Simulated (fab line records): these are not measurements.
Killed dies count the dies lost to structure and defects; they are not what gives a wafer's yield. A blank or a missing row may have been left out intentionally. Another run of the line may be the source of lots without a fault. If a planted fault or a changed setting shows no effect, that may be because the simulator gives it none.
fab line records    flow n5_finfet
record: lots: 8  wafers: 24  last_day: 17
route steps=1938 shown BEOL_M4@1111 BEOL_M15@1812 PASSIVATION@1936
lots with no fault: from the same line, run without faults
start_h: hours from the record's first day to the start of the lot's first wafer shown    wait_h: hours since the lot's step before    " identical to the entry in the row above    L1.1+2: a single row standing in for several wafers    - either no value or no given start    * or withheld: withheld    < > ~ a bound
route shown NAME@n: a module of which the file shows steps, and the number in the route of the first    usual: mean and standard deviation over wafers with no fault    same: alike in all rows    chamber/n: place in a boat    sites: readings site by site    _std_site: their standard deviation    _edge_site: inner sites' mean taken away from outer sites' mean    radius_mm: for every site, how far away it sits from the centre of the wafer    mask NAME#n: copy n    behind: tool/chamber where the wafer was last shaped    hold: what put the lot on hold/how long, in hours/how the hold closed    device: which transistor (n, p or np) failed to switch    end of line: tests of these same wafers at the route's end    a step with no rows: only its recipe    killed: at the first sort, the dies lost to defects and structure; wafer yield is something else    map: the dies of a wafer, with x for killed, . for not killed, _ for no die there
set.NAME: setting as actually run; set.NAME@STEP: the setting as run at that earlier step    model.NAME: the simulator's own value behind a step, which no gauge read
the route's steps for a sample of lots (tables are steps, rows are wafers)
services: from which hour (start_h, from the record's first day; less than 0 if before it) a tool's chamber was out of use, for how many hours, and why
== steps ==
step: N5_BEOL_M4_RC_MEAS_101
usual: DIBL_N: 36.7/2.4  DIBL_P: 37.4/2.9  IOFF_N: 0.18/0.05  IOFF_P: 0.23/0.058  ION_N: 683/16  ION_P: 467/11  SS_N: 71.7/0.77  SS_P: 73.5/0.87  VT_N: 249/4.3  VT_P: -250/4.4
lot.wafer  tool       chamber  start_h  wait_h  DIBL_N[mV/V]  DIBL_P[mV/V]  IOFF_N[nA/um]  IOFF_P[nA/um]  ION_N[uA/um]  ION_P[uA/um]  SS_N[mV/dec]  SS_P[mV/dec]  VT_N[mV]  VT_P[mV]
L850.1     prober-01  0        173.25   0.0     40.3          40.8          0.21           0.26           705           477           72.5          74.6          248       -248
L850.2     "          0        "        "       39.0          38.0          0.17           0.21           685           461           72.2          73.5          250       -254
L850.4     "          0        "        "       38.0          38.5          0.17           0.23           665           456           71.6          73.4          250       -252
L857.1     prober-01  0        216.10   0.0     38.4          38.5          0.19           0.28           692           482           72.2          74.2          249       -246
L857.2     "          0        "        "       38.5          38.8          0.21           0.29           703           484           72.1          73.7          245       -246
L857.5     "          0        "        "       37.4          36.5          0.18           0.26           680           470           72.1          73.5          245       -246
L859.1     prober-01  0        227.73   0.0     37.4          38.8          0.19           0.24           682           463           72.1          73.5          248       -250
L859.3     "          0        "        "       36.5          35.5          0.15           0.18           667           448           71.5          71.9          251       -253
L859.5     "          0        "        "       38.0          38.7          0.19           0.24           697           475           72.1          73.1          245       -249
L861.1     prober-01  0        244.39   0.0     39.9          40.6          0.24           0.30           686           472           72.7          74.0          245       -245
L861.4     "          0        "        "       40.1          41.1          0.24           0.30           701           468           73.2          74.5          249       -246
L861.5     "          0        "        "       38.0          40.3          0.19           0.28           673           465           71.8          74.7          247       -243
L862.1     prober-02  0        251.41   0.0     40.2          40.8          0.23           0.29           690           473           73.1          74.3          243       -246
L862.3     "          0        "        "       36.4          36.5          0.16           0.22           691           476           71.3          72.9          247       -249
L862.6     "          0        "        "       40.9          42.7          0.29           0.33           711           480           72.8          74.5          238       -242
L863.3     prober-01  0        251.78   0.3     35.1          35.5          0.17           0.21           667           459           71.8          73.4          250       -249
L863.4     "          0        "        "       35.5          35.2          0.16           0.20           662           451           71.6          72.3          251       -251
L863.6     "          0        "        "       36.0          37.2          0.18           0.22           672           461           72.4          73.4          250       -250
L865.2     prober-02  0        260.05   0.2     34.8          37.0          0.14           0.21           662           461           71.4          73.7          254       -249
L865.3     "          0        "        "       32.5          34.5          0.11           0.17           665           463           70.2          72.6          258       -253
L865.5     "          0        "        "       34.2          36.5          0.13           0.19           658           460           70.7          73.0          255       -252
L871.2     prober-02  0        300.90   0.2     36.6          38.0          0.18           0.20           698           473           71.7          73.0          247       -252
L871.3     "          0        "        "       37.9          38.7          0.18           0.21           673           456           71.9          73.6          249       -252
L871.4     "          0        "        "       37.5          39.5          0.22           0.24           697           466           72.2          73.6          243       -249
step: N5_BEOL_M15_STRIP_62
recipe: chemistry: O2  power_w: 600  temp_c: 60  pressure_mtorr: 30  rf_frequency_hz: 6e+07  bias_power_w: 0  overash_fraction: 0.3  o2_flow_sccm: 225
usual: drypump_motor_current_A: 5.5/0.41  oes_product_au: 0.79/0.058  rf_vpp_V: 3.6/0.45  showerhead_plenum_p_Torr: 2.10/0.087  throttle_valve_pct: 16.60/0.16
lot.wafer  tool         chamber  start_h  wait_h  drypump_motor_current_A  oes_product_au  rf_hours_counter_h  rf_vpp_V  showerhead_plenum_p_Torr  throttle_valve_pct
L850.1     rie_diel-06  3        -        -       5.9                      0.78            164                 3.7       1.92                      16.39
L850.2     "            2        "        "       5.4                      0.81            116                 3.3       2.23                      16.70
L850.4     "            2        "        "       5.4                      0.80            -                   3.6       2.23                      16.69
L857.1     rie_diel-05  1        -        -       5.9                      0.85            76                  3.7       2.14                      16.74
L857.2     "            3        "        "       5.2                      0.80            82                  3.5       2.13                      16.65
L857.5     "            3        "        "       5.2                      0.79            -                   3.5       2.13                      16.65
L859.1     rie_diel-02  2        -        -       5.9                      0.69            241                 3.5       2.05                      16.83
L859.3     "            3        "        "       5.5                      0.72            189                 3.0       2.16                      16.69
L859.5     "            1        "        "       6.0                      0.74            -                   2.8       1.98                      16.37
L861.1     rie_diel-02  0        -        -       5.0                      0.72            218                 3.7       2.09                      16.82
L861.4     "            1        "        "       6.0                      0.75            194                 3.6       1.98                      16.40
L861.5     "            3        "        "       5.5                      0.71            -                   3.8       2.16                      16.68
L862.1     rie_diel-06  1        -        -       4.7                      0.89            25                  4.5       2.06                      16.41
L862.3     "            2        "        "       5.4                      0.77            141                 4.1       2.22                      16.75
L862.6     "            2        "        "       5.4                      0.78            -                   3.8       2.22                      16.76
L863.3     rie_diel-06  2        -        -       5.4                      0.78            143                 4.5       2.22                      16.75
L863.4     "            1        "        "       4.7                      0.89            27                  3.5       2.06                      16.43
L863.6     "            2        "        "       5.4                      0.78            -                   3.6       2.22                      16.76
L865.2     rie_diel-06  3        -        -       5.9                      0.75            189                 2.9       1.91                      16.42
L865.3     "            2        "        "       5.4                      0.78            146                 4.3       2.21                      16.76
L865.5     "            2        "        "       5.4                      0.77            -                   3.2       2.21                      16.77
L871.2     rie_diel-05  0        -        -       6.0                      0.76            136                 4.8       2.09                      16.68
L871.3     "            1        "        "       5.8                      0.80            103                 4.1       2.13                      16.79
L871.4     "            2        "        "       5.1                      0.76            131                 3.9       2.20                      16.62
step: N5_BEOL_M15_ETCH_38
recipe: chemistry: CF4/N2  target: SiCN  target_depth_a: 1064  taper_deg: 2  time_s: 120.5  ion_energy_ev: 150  mask_material: SiO2  pressure_mtorr: 40  source_w: 430  bias_w: 70  Ar_flow_sccm: 100  cf4_flow_sccm: 60  n2_flow_sccm: 60
usual: cf4_flow_sccm: 59.97/0.2  drypump_motor_current_A: 5.5/0.41  oes_product_au: 0.79/0.058  rf_vpp_V: 382.4/2.1  showerhead_plenum_p_Torr: 2.21/0.08  throttle_valve_pct: 15.36/0.12
lot.wafer  tool         chamber  start_h  wait_h  cf4_flow_sccm  drypump_motor_current_A  oes_product_au  rf_hours_counter_h  rf_vpp_V  showerhead_plenum_p_Torr  throttle_valve_pct
L850.1     rie_diel-06  3        -        -       59.94          5.9                      0.78            164                 378.5     2.04                      15.21
L850.2     "            2        "        "       60.03          5.4                      0.82            116                 385.3     2.30                      15.33
L850.4     "            2        "        "       60.18          5.4                      0.82            -                   384.3     2.30                      15.34
L857.1     rie_diel-05  1        -        -       60.15          5.8                      0.83            76                  383.6     2.25                      15.47
L857.2     "            3        "        "       59.96          5.2                      0.78            82                  382.8     2.23                      15.35
L857.5     "            3        "        "       60.03          5.2                      0.79            -                   383.1     2.23                      15.34
L859.1     rie_diel-02  2        -        -       59.57          5.9                      0.68            241                 380.1     2.15                      15.59
L859.3     "            3        "        "       59.61          5.5                      0.71            189                 383.9     2.28                      15.53
L859.5     "            1        "        "       59.99          6.0                      0.75            -                   378.3     2.11                      15.28
L861.1     rie_diel-02  0        -        -       59.87          5.0                      0.70            218                 382.5     2.19                      15.54
L861.4     "            1        "        "       60.33          6.0                      0.75            194                 381.0     2.10                      15.29
L861.5     "            3        "        "       59.90          5.5                      0.71            -                   385.3     2.27                      15.52
L862.1     rie_diel-06  1        -        -       60.22          4.7                      0.88            25                  381.4     2.16                      15.15
L862.3     "            2        "        "       60.01          5.4                      0.79            142                 383.1     2.30                      15.38
L862.6     "            2        "        "       60.38          5.4                      0.79            -                   384.0     2.30                      15.38
L863.3     rie_diel-06  2        -        -       59.77          5.4                      0.79            143                 382.8     2.29                      15.39
L863.4     "            1        "        "       59.92          4.7                      0.88            27                  380.9     2.16                      15.15
L863.6     "            2        "        "       59.82          5.4                      0.79            -                   384.8     2.30                      15.38
L865.2     rie_diel-06  3        -        -       59.75          5.9                      0.75            189                 379.2     2.03                      15.24
L865.3     "            2        "        "       60.11          5.4                      0.79            146                 383.5     2.29                      15.41
L865.5     "            2        "        "       60.09          5.4                      0.78            -                   383.9     2.29                      15.39
L871.2     rie_diel-05  0        -        -       60.05          6.0                      0.75            136                 382.6     2.20                      15.45
L871.3     "            1        "        "       60.15          5.9                      0.80            103                 383.8     2.24                      15.53
L871.4     "            2        "        "       60.10          5.1                      0.77            131                 383.5     2.29                      15.31
step: N5_BEOL_M15_SPUTTER_43
recipe: material: TaN  target_thk_a: 150  temp_c: 50  bias_v: 168.6  power_w: 15000  chamber_pressure_pa: 0.12  time_s: 24.19
usual: throttle_valve_pct: 29.7/0.91
lot.wafer  tool            chamber  start_h  wait_h  throttle_valve_pct
L850.1     pvd_sputter-01  -        255.82   0.0     30.4
L850.2     "               -        "        "       30.4
L850.4     "               -        "        "       30.0
L857.1     pvd_sputter-02  -        296.83   0.0     29.1
L857.2     "               -        "        "       31.2
L857.5     "               -        "        "       28.7
L859.1     pvd_sputter-02  -        314.38   0.0     29.2
L859.3     "               -        "        "       29.6
L859.5     "               -        "        "       29.0
L861.1     pvd_sputter-01  -        339.97   0.0     30.1
L861.4     "               -        "        "       30.7
L861.5     "               -        "        "       30.2
L862.1     pvd_sputter-02  -        344.63   0.0     28.7
L862.3     "               -        "        "       29.8
L862.6     "               -        "        "       29.1
L863.3     pvd_sputter-03  -        348.12   0.0     29.7
L863.4     "               -        "        "       29.5
L863.6     "               -        "        "       29.6
L865.2     pvd_sputter-01  -        355.21   0.0     28.6
L865.3     "               -        "        "       30.0
L865.5     "               -        "        "       30.1
L871.2     pvd_sputter-03  -        399.76   0.0     29.5
L871.3     "               -        "        "       27.5
L871.4     "               -        "        "       30.6
step: N5_BEOL_M15_CMP_49
recipe: stop_on: SiO2  t_overpolish_s: 4.9  down_force_psi: 2  platen_rpm: 80  clearing_platen_down_force_psi: 2  clearing_platen_rpm: 80  post_cmp_clean: cu_alkaline  target_thk_nm: 850  clearing_platen_pad_velocity_m_s: 1.5917  pad_velocity_m_s: 1.5917
usual: barrier_field_endpoint_s: 11.33/0.28  motor_current_A: 8.7/1.3  overpolish_run_s: 4.900/0.0089
same: t_overpolish_s: 4.9
lot.wafer  tool    chamber  start_h  wait_h  barrier_field_endpoint_s  motor_current_A  overpolish_run_s
L850.4     cmp-03  0        257.41   0.1     11.42                     7.1              4.890
L850.2     "       1        "        "       10.90                     11.0             4.903
L850.1     "       2        "        "       10.96                     8.4              4.894
L857.1     cmp-02  3        297.89   0.3     11.76                     9.0              4.893
L857.2     "       1        "        "       11.53                     9.6              4.910
L857.5     "       0        "        "       11.18                     8.2              4.894
L859.1     cmp-03  2        315.30   0.3     11.45                     8.5              4.909
L859.3     "       0        "        "       11.87                     6.9              4.921
L859.5     "       1        "        "       11.23                     11.9             4.904
L861.4     cmp-02  0        341.38   0.1     11.05                     8.5              4.897
L861.1     "       1        "        "       11.59                     9.0              4.910
L861.5     "       1        "        "       11.80                     10.0             4.909
L862.1     cmp-04  2        345.52   0.3     11.45                     7.5              4.903
L862.3     "       3        "        "       11.60                     9.3              4.902
L862.6     "       0        "        "       11.52                     7.7              4.894
L863.3     cmp-02  3        348.93   0.2     11.24                     9.4              4.912
L863.4     "       2        "        "       11.10                     7.1              4.888
L863.6     "       3        "        "       22.79                     9.2              3.201
L865.2     cmp-02  3        357.10   0.2     22.97                     8.6              3.008
L865.3     "       0        "        "       10.85                     8.5              4.884
L865.5     "       3        "        "       11.49                     9.4              4.908
L871.2     cmp-03  0        400.94   0.2     11.82                     6.6              4.898
L871.3     "       2        "        "       11.15                     8.7              4.907
L871.4     "       3        "        "       11.07                     7.3              4.903
step: N5_BEOL_M15_THK_MEAS_50
recipe: thk_meas_gauge: xrf  reads: Cu_of_BEOL_M15_ECD_47
usual: M15_THK: 843/20
lot.wafer  tool           chamber  start_h  wait_h  M15_THK[nm]
L850.1     film_metro-01  -        257.70   -       876
L850.2     "              -        "        "       849
L850.4     "              -        "        "       881
L857.1     film_metro-01  -        298.18   -       840
L857.2     "              -        "        "       826
L857.5     "              -        "        "       829
L859.1     film_metro-01  -        315.56   -       819
L859.3     "              -        "        "       838
L859.5     "              -        "        "       825
L861.1     film_metro-02  -        341.67   -       845
L861.4     "              -        "        "       827
L861.5     "              -        "        "       809
L862.1     film_metro-01  -        345.74   -       851
L862.3     "              -        "        "       822
L862.6     "              -        "        "       835
L863.3     film_metro-02  -        349.23   -       885
L863.4     "              -        "        "       861
L863.6     "              -        "        "       1557
L865.2     film_metro-02  -        357.40   -       1569
L865.3     "              -        "        "       842
L865.5     "              -        "        "       844
L871.2     film_metro-01  -        401.24   -       843
L871.3     "              -        "        "       852
L871.4     "              -        "        "       823
step: N5_BEOL_M15_INSPECT_55
recipe: inspect_instrument: darkfield  mode: post_dep
usual: raw_defect_count: 69/24
lot.wafer  tool               chamber  start_h  wait_h  raw_defect_count
L850.1     defect_inspect-01  -        257.86   0.0     106
L850.2     "                  -        "        "       83
L850.4     "                  -        "        "       86
L857.1     defect_inspect-01  -        298.37   0.0     125
L857.2     "                  -        "        "       52
L857.5     "                  -        "        "       57
L859.1     defect_inspect-02  -        315.71   0.0     57
L859.3     "                  -        "        "       51
L859.5     "                  -        "        "       90
L861.1     defect_inspect-02  -        341.82   0.0     59
L861.4     "                  -        "        "       32
L861.5     "                  -        "        "       54
L862.1     defect_inspect-01  -        345.93   0.0     45
L862.3     "                  -        "        "       63
L862.6     "                  -        "        "       77
L863.3     defect_inspect-01  -        349.38   0.0     92
L863.4     "                  -        "        "       73
L863.6     "                  -        "        "       6452
L865.2     defect_inspect-01  -        357.56   0.0     6277
L865.3     "                  -        "        "       72
L865.5     "                  -        "        "       49
L871.2     defect_inspect-01  -        401.43   0.0     88
L871.3     "                  -        "        "       99
L871.4     "                  -        "        "       92
step: N5_PASSIVATION_PROBE_49
usual: defect_limited_yield: 91.4/1.6  killed_at_M0_to_M3: 31/11  killed_at_M4_up: 14/5.7  killed_at_contacts: 12/6  killed_at_front_end: 41/13  killed_at_other: 3.3/2.8  killed_dies: 101/19  killed_on_rim: 13/3.9  killed_open: 67/14  killed_short: 33/8.2  sort_bin_4_leakage: 0.0/0.37  sort_bin_5_function: 5.0/1.1  sort_bin_6_memory: 3.3/0.74  sort_n_pass: 1078/20  sort_yield_pct: 91.3/1.7
same: gross_dies: 1180  killed_at_back_side: 0  sort_bin_8_speed[%]: 0
lot.wafer  tool       chamber  start_h  wait_h  defect_limited_yield[%]  killed_at_M0_to_M3  killed_at_M4_up  killed_at_contacts  killed_at_front_end  killed_at_other  killed_dies  killed_on_rim  killed_open  killed_short  sort_bin_4_leakage[%]  sort_bin_5_function[%]  sort_bin_6_memory[%]  sort_n_pass  sort_yield_pct[%]
L850.1     prober-02  -        272.04   0.0     91.8                     30                  5                9                   49                   4                97           14             60           36            0                      4.5                     3.4                   1083         91.8
L850.2     prober-02  -        272.09   0.1     90.7                     23                  6                10                  64                   7                110          12             56           46            0                      5.6                     3.5                   1070         90.7
L850.4     prober-02  -        272.19   0.2     93.7                     12                  4                10                  46                   2                74           8              45           28            0                      2.7                     3.3                   1106         93.7
L857.1     prober-01  -        311.04   0.0     93.3                     18                  12               6                   38                   5                79           12             49           23            0                      4.1                     2.5                   1101         93.3
L857.2     prober-01  -        311.09   0.1     93.7                     17                  15               15                  25                   2                74           4              53           21            0                      4.2                     2.1                   1106         93.7
L857.5     prober-01  -        311.24   0.2     93.2                     23                  16               9                   28                   4                80           9              46           28            0                      4.0                     2.6                   1100         93.2
L859.1     prober-02  -        328.45   0.0     92.3                     29                  20               13                  22                   7                91           21             62           27            0                      4.7                     2.7                   1089         92.3
L859.3     prober-02  -        328.55   0.1     88.9                     60                  20               13                  37                   1                131          20             98           31            0                      6.8                     4.1                   1049         88.9
L859.5     prober-02  -        328.65   0.2     89.7                     48                  12               29                  21                   11               121          16             75           44            0                      5.8                     4.1                   1059         89.7
L861.1     prober-01  -        354.77   0.0     91.9                     19                  21               6                   46                   3                95           10             77           17            0                      5.2                     2.8                   1085         91.9
L861.4     prober-01  -        354.92   0.2     91.4                     22                  18               7                   50                   5                102          12             69           31            0                      5.8                     2.9                   1078         91.4
L861.5     prober-01  -        354.97   0.2     89.3                     32                  28               10                  52                   4                126          13             83           42            0                      5.9                     4.2                   1054         89.3
L862.1     prober-02  -        360.26   0.0     90.8                     39                  8                22                  35                   5                109          12             64           45            0                      5.7                     3.3                   1071         90.8
L862.3     prober-02  -        360.36   0.1     91.4                     22                  12               23                  36                   8                101          15             62           37            0                      4.8                     3.1                   1079         91.4
L862.6     prober-02  -        360.51   0.3     90.9                     34                  13               17                  36                   7                107          15             63           42            0.2                    5.5                     3.6                   1071         90.8
L863.3     prober-01  -        364.70   0.1     91.8                     34                  11               5                   44                   3                97           14             62           34            0                      4.7                     3.4                   1083         91.8
L863.4     prober-01  -        364.75   0.2     94.1                     15                  11               4                   38                   2                70           11             49           19            0                      2.8                     3.1                   1110         94.1
L863.6     prober-01  -        364.85   0.3     0                        15                  1120             10                  35                   0                1180         152            56           14            0                      3.7                     2.1                   0            0
L865.2     prober-01  -        371.98   0.1     0                        42                  1072             6                   57                   3                1180         152            76           44            0                      6.2                     3.7                   0            0
L865.3     prober-01  -        372.03   0.1     90.3                     56                  14               8                   37                   0                115          22             88           25            0                      5.1                     4.4                   1065         90.3
L865.5     prober-01  -        372.13   0.2     91.1                     29                  9                9                   56                   2                105          14             79           25            0                      5.2                     3.4                   1075         91.1
L871.2     prober-01  -        417.17   0.1     89.8                     48                  12               11                  42                   7                120          19             74           43            0                      6.2                     3.4                   1060         89.8
L871.3     prober-01  -        417.22   0.1     91.7                     34                  16               10                  35                   3                98           10             64           31            0                      4.5                     3.4                   1082         91.7
L871.4     prober-01  -        417.27   0.2     90.4                     22                  24               14                  48                   5                113          18             69           43            0                      5.3                     4.2                   1067         90.4
killed by level:class
L850.1 FIN_SAQP:geometric_particle:short=13 FIN_SAQP:geometric_particle:open=11 BEOL_M3:geometric_particle:open=8 MOL_CONTACT_COAG:geometric_particle:open=8 DUMMY_GATE:geometric_particle:open=6 BEOL_M0_SAQP:geometric_particle:open=5 BEOL_M2:geometric_particle:open=5 ILD0:geometric_particle:short=4
L850.2 FIN_SAQP:geometric_particle:short=13 GATE_CUT:geometric_particle:short=12 FIN_SAQP:geometric_particle:open=11 GATE_CUT:geometric_particle:open=9 DUMMY_GATE:geometric_particle:open=7 MOL_CONTACT_COAG:geometric_particle:open=6 BEOL_M0_SAQP:geometric_particle:short=6 PASSIVATION:area_etch=5
L850.4 FIN_SAQP:geometric_particle:short=16 MOL_CONTACT_COAG:geometric_particle:open=10 FIN_SAQP:geometric_particle:open=8 STI_FIN_REVEAL:geometric_particle:open=4 DUMMY_GATE:geometric_particle:open=4 BEOL_M3:geometric_particle:open=4 DUMMY_GATE:geometric_particle:short=3 GATE_CUT:geometric_particle:short=3
L857.1 FIN_SAQP:geometric_particle:short=8 FIN_SAQP:geometric_particle:open=6 STI_FIN_REVEAL:geometric_particle:open=6 MOL_CONTACT_COAG:geometric_particle:open=6 BEOL_M4:geometric_particle:open=5 BEOL_M0:geometric_particle:open=4 BEOL_M2:geometric_particle:open=4 GATE_CUT:geometric_particle:open=3
L857.2 MOL_CONTACT_COAG:geometric_particle:open=11 FIN_SAQP:geometric_particle:open=8 STI_FIN_REVEAL:geometric_particle:open=7 BEOL_M4:geometric_particle:open=7 BEOL_M0_SAQP:geometric_particle:short=5 BEOL_M0_SAQP:geometric_particle:open=5 MOL_CONTACT_COAG:geometric_particle:short=4 BEOL_M0:geometric_particle:open=3
L857.5 BEOL_M3:geometric_particle:open=7 MOL_CONTACT_COAG:geometric_particle:open=6 BEOL_M1:geometric_particle:open=6 FIN_SAQP:geometric_particle:open=4 STI_FIN_REVEAL:geometric_particle:open=4 DUMMY_GATE:geometric_particle:open=4 BEOL_M4:geometric_particle:short=4 FIN_SAQP:geometric_particle:short=3
L859.1 BEOL_M4:geometric_particle:open=11 BEOL_M2:geometric_particle:open=10 MOL_CONTACT_COAG:geometric_particle:open=9 BEOL_M0_SAQP:geometric_particle:short=6 BEOL_M0_SAQP:geometric_particle:open=5 BEOL_M7:geometric_particle:open=5 STI_FIN_REVEAL:geometric_particle:open=4 MOL_CONTACT_COAG:geometric_particle:short=4
L859.3 FIN_SAQP:geometric_particle:open=18 BEOL_M1:geometric_particle:open=12 MOL_CONTACT_COAG:geometric_particle:open=11 BEOL_M0_SAQP:geometric_particle:open=10 BEOL_M2:geometric_particle:open=10 BEOL_M3:geometric_particle:open=8 BEOL_M0_SAQP:geometric_particle:short=6 BEOL_M1:geometric_particle:short=6
L859.5 MOL_CONTACT_COAG:geometric_particle:open=25 BEOL_M2:geometric_particle:open=16 BEOL_M2:geometric_particle:short=8 BEOL_M1:geometric_particle:short=7 BEOL_M0_SAQP:geometric_particle:open=5 MOL_CONTACT_COAG:geometric_particle:short=4 BEOL_M0_SAQP:geometric_particle:short=4 STARTING-WAFER:geometric_particle:open=4
L861.1 STI_FIN_REVEAL:geometric_particle:open=25 BEOL_M4:geometric_particle:open=12 MOL_CONTACT_COAG:geometric_particle:open=6 FIN_SAQP:geometric_particle:open=5 STARTING-WAFER:geometric_particle:open=5 STI_FIN_REVEAL:geometric_particle:short=3 BEOL_M0_SAQP:geometric_particle:open=3 BEOL_M1:geometric_particle:open=3
L861.4 STI_FIN_REVEAL:geometric_particle:open=25 FIN_SAQP:geometric_particle:short=8 MOL_CONTACT_COAG:geometric_particle:open=7 BEOL_M4:geometric_particle:open=7 BEOL_M3:geometric_particle:open=5 STI_FIN_REVEAL:geometric_particle:short=4 GATE_CUT:geometric_particle:open=4 BEOL_M0_SAQP:geometric_particle:open=4
L861.5 STI_FIN_REVEAL:geometric_particle:open=26 BEOL_M4:geometric_particle:open=13 BEOL_M0_SAQP:geometric_particle:short=9 MOL_CONTACT_COAG:geometric_particle:open=8 GATE_CUT:geometric_particle:short=6 BEOL_M2:geometric_particle:open=6 STI_FIN_REVEAL:geometric_particle:short=4 BEOL_M1:geometric_particle:short=4
L862.1 MOL_CONTACT_COAG:geometric_particle:open=19 BEOL_M0_SAQP:geometric_particle:short=11 FIN_SAQP:geometric_particle:short=10 BEOL_M0_SAQP:geometric_particle:open=10 FIN_SAQP:geometric_particle:open=7 STI_FIN_REVEAL:geometric_particle:open=6 BEOL_M2:geometric_particle:open=6 BEOL_M1:geometric_particle:open=4
L862.3 MOL_CONTACT_COAG:geometric_particle:open=17 FIN_SAQP:geometric_particle:short=12 BEOL_M2:geometric_particle:open=6 MOL_CONTACT_COAG:geometric_particle:short=6 FIN_SAQP:geometric_particle:open=5 SPACER0:geometric_particle:short=5 MIM_TOP:geometric_particle:open=5 BEOL_M0_SAQP:geometric_particle:short=4
L862.6 MOL_CONTACT_COAG:geometric_particle:open=10 BEOL_M1:geometric_particle:open=10 BEOL_M2:geometric_particle:open=10 MOL_CONTACT_COAG:geometric_particle:short=7 STI_FIN_REVEAL:geometric_particle:open=7 FIN_SAQP:geometric_particle:open=6 FIN_SAQP:geometric_particle:short=5 BEOL_M0_SAQP:geometric_particle:short=5
L863.3 BEOL_M3:geometric_particle:open=17 STI_FIN_REVEAL:geometric_particle:open=12 FIN_SAQP:geometric_particle:short=9 BEOL_M2:geometric_particle:open=6 FIN_SAQP:geometric_particle:open=5 BEOL_M4:geometric_particle:open=4 STARTING-WAFER:geometric_particle:open=4 DUMMY_GATE:geometric_particle:open=3
L863.4 FIN_SAQP:geometric_particle:open=9 DUMMY_GATE:geometric_particle:open=6 ILD0:geometric_particle:short=5 STARTING-WAFER:geometric_particle:open=4 FIN_SAQP:geometric_particle:short=3 ILD0:geometric_particle:open=3 MOL_CONTACT_COAG:geometric_particle:open=3 BEOL_M0_SAQP:geometric_particle:open=3
L863.6 BEOL_M15:area_cmp=1110 MOL_CONTACT_COAG:geometric_particle:open=9 FIN_SAQP:geometric_particle:open=7 STI_FIN_REVEAL:geometric_particle:open=6 BEOL_M2:geometric_particle:open=5 BEOL_M3:geometric_particle:open=5 GATE_CUT:geometric_particle:short=4 FIN_CUT:geometric_particle:open=4
L865.2 BEOL_M15:area_cmp=1059 FIN_SAQP:geometric_particle:open=15 BEOL_M0_SAQP:geometric_particle:open=12 STI_FIN_REVEAL:geometric_particle:open=9 BEOL_M0_SAQP:geometric_particle:short=9 FIN_SAQP:geometric_particle:short=8 BEOL_M1:geometric_particle:open=8 BEOL_M4:geometric_particle:open=7
L865.3 BEOL_M3:geometric_particle:open=16 BEOL_M1:geometric_particle:open=14 STI_FIN_REVEAL:geometric_particle:open=12 FIN_SAQP:geometric_particle:open=8 BEOL_M0_SAQP:geometric_particle:open=8 BEOL_M4:geometric_particle:open=7 MOL_CONTACT_COAG:geometric_particle:open=6 BEOL_M0_SAQP:geometric_particle:short=6
L865.5 STI_FIN_REVEAL:geometric_particle:open=13 BEOL_M3:geometric_particle:open=11 FIN_SAQP:geometric_particle:open=10 FIN_SAQP:geometric_particle:short=9 BEOL_M2:geometric_particle:open=9 MOL_CONTACT_COAG:geometric_particle:open=7 DUMMY_GATE:geometric_particle:open=6 BEOL_M4:geometric_particle:open=6
L871.2 BEOL_M0_SAQP:geometric_particle:open=15 BEOL_M2:geometric_particle:open=14 FIN_SAQP:geometric_particle:open=8 DUMMY_GATE:geometric_particle:open=8 MOL_CONTACT_COAG:geometric_particle:open=8 FIN_SAQP:geometric_particle:short=6 BEOL_M0_SAQP:geometric_particle:short=6 STARTING-WAFER:geometric_particle:short=6
L871.3 BEOL_M0_SAQP:geometric_particle:short=12 BEOL_M1:geometric_particle:open=8 FIN_SAQP:geometric_particle:open=7 BEOL_M4:geometric_particle:open=7 MOL_CONTACT_COAG:geometric_particle:open=7 GATE_CUT:geometric_particle:open=5 BEOL_M0_SAQP:geometric_particle:open=5 STARTING-WAFER:geometric_particle:open=5
L871.4 FIN_SAQP:geometric_particle:short=15 MOL_CONTACT_COAG:geometric_particle:open=11 STI_FIN_REVEAL:geometric_particle:open=10 BEOL_M4:geometric_particle:open=10 BEOL_M2:geometric_particle:open=8 FIN_SAQP:geometric_particle:open=7 BEOL_M4:geometric_particle:short=6 DUMMY_GATE:geometric_particle:open=5
== services ==
tool            chamber  start_h  hours  kind
cmp-04          -        234.49   4.0    pm
rie_diel-06     3        272.94   8.2    repair
rie_diel-05     2        292.50   6.9    repair
cmp-04          -        294.47   5.7    pm
cmp-03          -        297.03   4.0    pm
cmp-02          -        313.26   1.4    repair
cmp-03          -        328.25   0.4    repair
cmp-04          -        329.56   1.9    repair
rie_diel-06     3        335.24   4.3    repair
pvd_sputter-02  -        335.77   2.8    repair
pvd_sputter-01  -        342.33   3.2    repair
rie_diel-06     1        347.84   8.6    repair
rie_diel-06     -        358.55   0.9    repair
cmp-04          -        358.55   0.7    repair
rie_diel-05     1        359.64   5.6    repair
pvd_sputter-02  -        362.69   0.6    repair
cmp-02          -        364.50   3.0    repair
rie_diel-05     -        365.21   1.2    repair
cmp-03          -        367.11   5.4    pm
cmp-03          -        375.54   6.6    repair
pvd_sputter-01  -        383.35   4.8    repair
pvd_sputter-01  -        391.72   2.1    repair
rie_diel-06     -        399.62   14.6   pm
rie_diel-05     1        400.40   3.8    repair
== key ==
first_sign: step: N5_BEOL_M15_CMP_49  reading: overpolish_run_s  direction: down  sigmas: 99+  usual: 4.900  struck: 3.105
effect: step: N5_BEOL_M15_CMP_49  reading: barrier_field_endpoint_s  direction: up  sigmas: 42  usual: 11.33  struck: 22.88
effect: step: N5_BEOL_M15_THK_MEAS_50  reading: M15_THK  direction: up  sigmas: 37  usual: 843  struck: 1563
effect: step: N5_BEOL_M15_INSPECT_55  reading: raw_defect_count  direction: up  sigmas: 99+  usual: 69  struck: 6364
effect: step: N5_PASSIVATION_PROBE_49  reading: killed_at_M4_up  direction: up  sigmas: 99+  usual: 14  struck: 1096
more_kills_born_at: N5_BEOL_M15_CMP_49@cmp-02: 2169
met_at N5_BEOL_M15_CMP_49
struck_lots L863,L865
struck_wafers L863.6,L865.2
later_rows_left_out L863.6,L865.2
not_acting_at N5_BEOL_M15_STRIP_62,N5_BEOL_M15_ETCH_38,N5_BEOL_M15_SPUTTER_43
onset_between 341.38 348.93
fault: kind: process_parameter_drift  tool: cmp-02  chamber: -  onset_h: 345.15  steps: N5_BEOL_M15_CMP_49  channel: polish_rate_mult  offset: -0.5  shape: step  end_h: 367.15  scope: struck_wafers_only
later_rows_left_out: the simulator's readings of these wafers behind a module that went badly wrong aren't trusted and aren't shown, but for the sort
